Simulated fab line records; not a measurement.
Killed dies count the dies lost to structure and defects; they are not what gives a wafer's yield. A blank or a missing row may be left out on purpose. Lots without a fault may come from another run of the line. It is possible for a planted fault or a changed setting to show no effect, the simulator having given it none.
A lot that was struck, set against a sound lot ; flow n5Finfet ; 36 steps out of a route of 1938
Sound: wafers L380.1, L380.2, L380.4. Struck: wafer L368.5 (L368.2, L368.4, from the same lot, were not struck and are left out); the cause is given at the end.
Order at every step that has rows: each side's tool, ch and its chambers, its first start. Under that, the readings that differ: sound wafers ; struck wafers ; difference of the means ; sigmas: that difference in standard deviations of wafers without a fault.
alike: same words and numbers on both sides, and readings whose means sit less than 2 such deviations apart. not compared: any withheld reading, any reading some wafer has no value for, any bound like >300 that may hide the same value, and any number with overlapping values for which the record gives no deviation.
A row with sigmas, a row that says differs or no value, or rows on one side alone: a step with any of these is where the two part. Non-overlapping numbers with no deviation appear without sigmas and do not part them. Lack of a reading on every wafer of one side parts them only where that side has two or more wafers.

first, 9 steps without rows for these wafers: N5_BEOL_M4_ANNEAL_95 (time 240 s); N5_BEOL_M4_SPUTTER_96 (material Cu, target thk 4.5 nm, time 8.29 s); N5_BEOL_M4_ECD_50 (material Cu, target thk 300 nm); N5_BEOL_M4_ANNEAL_51 (time 90 s); N5_BEOL_M4_CMP_52 (polishes, stops on SiOC, t overpolish 6.8 s, target thk 40 nm); N5_BEOL_M4_PRE_CLEAN_60 (time 15 s); N5_BEOL_M4_CO_CAP_55 (material Co, precursor CCTBA/H2, target thk 2 nm, time 102.1 s); N5_BEOL_M4_PRE_CLEAN_56 (time 15 s); N5_BEOL_M4_DEP_57 (deposits SiCN from 3MS/NH3, target thk 8 nm, time 14 s).
N5_BEOL_M4_RC_MEAS_101:
  sound on prober-01 ch 0, day 16 21:06; struck on prober-02 ch 0, day 12 23:09
  alike: DIBL_N, DIBL_P, IOFF_N, IOFF_P, ION_N, ION_P, SS_N, SS_P, VT_N, VT_P
then, 24 steps without rows for these wafers: N5_BEOL_M5_ILD_DEP_00 (deposits SiCOH lowk from DEMS/porogen, target thk 140.64 nm, time 25.9 s); N5_BEOL_M5_CURE_79 (cures SiCOH lowk, time 240 s); N5_BEOL_M5_PECVD_70 (deposits SiO2 from TEOS/O2, target thk 16 nm, time 18 s); N5_BEOL_M5_HM_DEP_02 (deposits TiN, target thk 20 nm); N5_BEOL_M5_COAT_59 (time 60 s, resist thk 60 nm); N5_BEOL_M5_COAT_60 (time 60 s, resist thk 12 nm); N5_BEOL_M5_COAT_71 (time 60 s, resist thk 5 nm); N5_BEOL_M5_COAT_05 (resist thk 30 nm); N5_BEOL_M5_EBR_07; N5_BEOL_M5_SOFTBAKE_06 (time 60 s); N5_BEOL_M5_EXPOSE_08 (exposes mask M5, target cd 28 nm); N5_BEOL_M5_PEB_09 (peb time 60 s); N5_BEOL_M5_DEVELOP_10 (develop time 30 s); N5_BEOL_M5_DESCUM_16 (chemistry O2, time 7 s); N5_BEOL_M5_ETCH_72 (etches underlayer in N2/H2, target depth 6.5 nm, time 5.2 s); N5_BEOL_M5_ETCH_61 (etches SiARC in CF4, target depth 15.6 nm, time 26 s); N5_BEOL_M5_ETCH_62 (etches SOC in N2/H2, target depth 75 nm, overetch 15 nm, time 112.5 s); N5_BEOL_M5_STRIP_63 (strips in N2/H2); N5_BEOL_M5_STRIP_73 (strips in N2/H2); N5_BEOL_M5_STRIP_64 (strips in CF4); N5_BEOL_M5_HM_OPEN_17 (chemistry Cl2/BCl3, target TiN, target depth 20 nm, overetch 6 nm); N5_BEOL_M5_STRIP_19 (strips in O2); N5_BEOL_M5_COAT_65 (time 60 s, resist thk 60 nm); N5_BEOL_M5_COAT_66 (time 60 s, resist thk 12 nm).
-- here the record skips 4 days between the struck wafers' starts before and after, leaving off in module BEOL_M5 and picking up in module PASSIVATION (first step shown: number 1929 of the route) --
N5_PASSIVATION_PASS_ETCH_47: etches SiNx in CF4/O2, target depth 770 nm, time 385 s.
  sound on rieDiel-02 ch 0,2,3, day 20 16:56; struck on rieDiel-06 ch 2, day 17 09:51
reading;sound;struck;difference;sigmas
runLengthS (s);408.1 407.9 409.0;248.9;-159.4;-99 or more
model.etch.depthNm (nm);791.5 783.3 776;462.1;-321.5;
  alike: drypumpMotorCurrentA, oes_ar_750_au, oesProductAu, rfVppV, showerheadPlenumPTorr, throttleValvePct
  not compared: rfHoursCounterH
N5_PASSIVATION_PROBE_49:
  rows exist in the record for the struck wafers here (prober-01, day 17 13:04), but not for the sound ones

== WHERE THEY PART ==
Earliest at N5_PASSIVATION_PASS_ETCH_47; latest, in this record, at N5_PASSIVATION_PROBE_49.

WHY: whatever the simulator had introduced
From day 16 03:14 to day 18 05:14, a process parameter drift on rieDiel-06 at N5_PASSIVATION_PASS_ETCH_47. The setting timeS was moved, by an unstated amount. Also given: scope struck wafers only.
